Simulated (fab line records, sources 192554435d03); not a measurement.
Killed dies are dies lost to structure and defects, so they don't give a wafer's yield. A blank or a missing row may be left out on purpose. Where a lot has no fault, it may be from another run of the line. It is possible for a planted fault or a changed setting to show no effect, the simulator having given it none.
One fault through the eyes of 2 desks :: flow n5-finfet :: only its own numbers are on each desk; what lay behind them is given at the end

## AT THE METROLOGY DESK
Lot by lot, what the gauges showed, no matter which tool ran the lot: averages of those sampled wafers that carry a number. Marked OUT: a lot whose mean sits more than 4 standard deviations from the usual mean, which makes it out of limits; the brackets give that distance. Readings shown: 7 of its 13, picked as those furthest out on some lot.
Columns: A = thk-nm at N5_ILD0_THK_MEAS_13, usual 17.9 nm; B = DIBL_N at N5_BEOL_M4_RC_MEAS_101, usual 36.4 mV/V; C = DIBL_P at N5_BEOL_M4_RC_MEAS_101, usual 36.4 mV/V; D = IOFF_N at N5_BEOL_M4_RC_MEAS_101, usual 0.164 nA/um; E = ION_N at N5_BEOL_M4_RC_MEAS_101, usual 675 uA/um; F = SS_N at N5_BEOL_M4_RC_MEAS_101, usual 71.5 mV/dec; G = VT_N at N5_BEOL_M4_RC_MEAS_101, usual 249.2 mV
lot: L986
first seen here: day 5 06:43
A: 17.6
B: 36.6
C: 38.4
D: 0.170
E: 677
F: 72.2
G: 249.9

lot: L987
first seen here: day 5 12:07
A: 18.5
B: 38.4
C: 38.3
D: 0.199
E: 687
F: 71.7
G: 244.6

lot: L989
first seen here: day 5 22:41
A: 16.8
B: 38.5
C: 36.2
D: 0.181
E: 677
F: 72.0
G: 247.2

lot: L990
first seen here: day 6 06:15
A: 18.5
B: 37.0
C: 35.9
D: 0.176
E: 675
F: 71.5
G: 247.0

lot: L991
first seen here: day 6 12:19
A: 17.6
B: -
C: -
D: -
E: -
F: -
G: -

lot: L992
first seen here: day 6 16:27
A: 18.8
B: -
C: -
D: -
E: -
F: -
G: -

lot: L993
first seen here: day 6 23:13
A: 17.9
B: -
C: -
D: -
E: -
F: -
G: -

lot: L100
first seen here: day 8 15:50
A: 18.3
B: 36.6
C: 37.2
D: 0.154
E: 673
F: 71.8
G: 248.0

lot: L102
first seen here: day 9 09:47
A: 18.1
B: 35.9
C: 36.4
D: 0.151
E: 665
F: 71.7
G: 250.5

lot: L103
first seen here: day 9 13:17
A: 17.8
B: 37.3
C: 36.7
D: 0.174
E: 676
F: 71.4
G: 249.2
This desk's verdict: no lot among the 10 shows anything out of limits.

## DESK OF THE TOOL OWNER: ald-sin-02
The tool's own readings at N5_SDB_ALD_29 (deposits SiNx, target thk 30 nm, pulse time 1 s, ald cycles 600): means of the sampled wafers that have a number, for each lot that ran on this tool. Marked OUT: a lot whose mean sits more than 4 standard deviations from the usual mean, which makes it out of limits; the brackets give that distance.
Columns: A = chamber-pressure-Torr at N5_SDB_ALD_29, usual 2.000 Torr; B = heater-power-outer-w at N5_SDB_ALD_29, usual 526 W; C = heater-power-w at N5_SDB_ALD_29, usual 840 W; D = precursor-pulse-height-rel at N5_SDB_ALD_29, usual 1.003
lot: L987
first seen here: day 5 13:35
A: 2.002
B: 491
C: 813
D: 1.008

lot: L990
first seen here: day 6 08:26
A: 2.000
B: 515
C: 837
D: 0.978

lot: L103
first seen here: day 9 14:46
A: 2.002
B: 431
C: 709
D: 1.013
This desk's verdict: no lot among the 3 shows anything out of limits.

## PUT TOGETHER
The metrology desk saw nothing out of limits.
The tool owner's desk saw nothing out of limits.

## WHAT THE SIMULATOR PUT IN
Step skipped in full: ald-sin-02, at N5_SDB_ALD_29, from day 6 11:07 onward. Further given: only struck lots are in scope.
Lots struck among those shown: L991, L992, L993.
